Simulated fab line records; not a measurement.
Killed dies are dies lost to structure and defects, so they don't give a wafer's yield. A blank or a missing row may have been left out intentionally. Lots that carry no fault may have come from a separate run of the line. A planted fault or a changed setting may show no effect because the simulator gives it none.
Split-lot trial	flow n5 finfet	21 wafers read across 7 lots, on a route 1938 steps long

== ABOUT THE SPLIT ==
At N5_PASSIVATION_PASS_ETCH_47 (etches SiNx in CF4/O2, target depth 770 nm, time 385 s), the setting source w was moved away from the recipe's 535 W on 8 of the 21 wafers read, by -11.9% to +16.4%. For the rest of the wafers, this setting stayed at what the recipe calls for.

The reading is taken at the split's own step.

== THE READING ==
rf vpp V, in V, at N5_PASSIVATION_PASS_ETCH_47 (etches SiNx in CF4/O2, target depth 770 nm, time 385 s). Fault-free wafers of this fab line usually give 239 V, standard deviation 3.8 V.

wafer	tool, chamber at the split	source w as run, W	against the recipe	rf vpp V, V	against lot-mates on the recipe
L080.2	rie diel-04, 2	535	recipe	236	-
L080.3	rie diel-04, 3	471.2	-11.9%	264	+28
L080.6	rie diel-04, 1	471.2	-11.9%	256	+20
L084.1	rie diel-05, 0	535	recipe	237	-
L084.2	rie diel-05, 1	535	recipe	235	-
L084.4	rie diel-05, 3	535	recipe	232	-
L083.4	rie diel-05, 3	622.8	+16.4%	215	-27
L083.5	rie diel-05, 0	622.8	+16.4%	218	-24
L083.6	rie diel-05, 2	535	recipe	242	-
L085.1	rie diel-05, 3	535	recipe	233	-
L085.3	rie diel-05, 2	535	recipe	239	-
L085.4	rie diel-05, 0	474.9	-11.2%	252	+16
L086.1	rie diel-04, 2	535	recipe	237	-
L086.2	rie diel-04, 3	592.2	+10.7%	235	-2
L086.5	rie diel-04, 2	535	recipe	237	-
L088.3	rie diel-04, 1	483.6	-9.6%	253	+13
L088.4	rie diel-04, 2	535	recipe	236	-
L088.6	rie diel-04, 0	535	recipe	244	-
L092.2	rie diel-03, 1	535	recipe	238	-
L092.3	rie diel-03, 3	535	recipe	242	-
L092.5	rie diel-03, 1	594.3	+11.1%	225	-15

THE FIT
A straight line over all 21 wafers: rf vpp V changes by -1.34 V for each +1% of source w; r = -0.93; the points scatter about the line by 4.4 V.
The same after taking each lot's own level away (the mean of its wafers on the recipe; 21 wafers): -1.5 V for each +1%; r = -0.94; scatter 4.3 V.
According to that fit, moving source w by its largest amount changes the reading by 25 V.
From 234.7 to 242.0 V: that is the span of the lots' own levels, equal to 1.9 times the standard deviation above.
In other words, the slope is changed by the lot-to-lot level; the two fits disagree.
Check: -22.2 V against its lot-mates is what the line predicts for one of the wafers moved furthest among these (+16.4%) when that wafer is left out of the fit. Against them it came out at -27 V.
Tool readings at the split's step, against how far the setting was moved: rf vpp V r = -0.93.

== OTHER SPLITS ON THESE WAFERS ==
Other splits were also applied to these wafers ahead of the reading. Each is held against what the fit with the lots' levels taken away leaves over:
other split on the same wafers	wafers away from the commonest value	r with rf vpp V (lot level and that fit taken away)
N5_BEOL_M13_ETCH_68 time s	9	+0.41
N5_BEOL_M13_SPUTTER_44 power w	9	-0.28
N5_BEOL_M14_ETCH_68 time s	11	+0.04
N5_BEOL_M14_TRENCH_ETCH_34 time s	5	-0.31
N5_BEOL_M15_PEB_26 peb temp c	9	+0.17
N5_PASSIVATION_AL_DEP_21 time s	3	-0.36

== THE WHOLE CHAIN: every reading that the file lists as answering this split, in the file's order ==
step	what it does	reading	change (the file's fit)	r (the file's)
N5_PASSIVATION_PASS_ETCH_47	etches SiNx in CF4/O2, target depth 770 nm, time 385 s	rf vpp V	-1.39 V for each +1% of the setting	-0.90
N5_PASSIVATION_PASS_ETCH_47	etches SiNx in CF4/O2, target depth 770 nm, time 385 s	etch.depth nm (the simulator's own value, which no gauge read)	+6.01 nm for each +1% of the setting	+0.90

== THE FILE'S OWN FIT ==
rf vpp V changes by -1.39 V for each +1% of source w, r = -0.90.
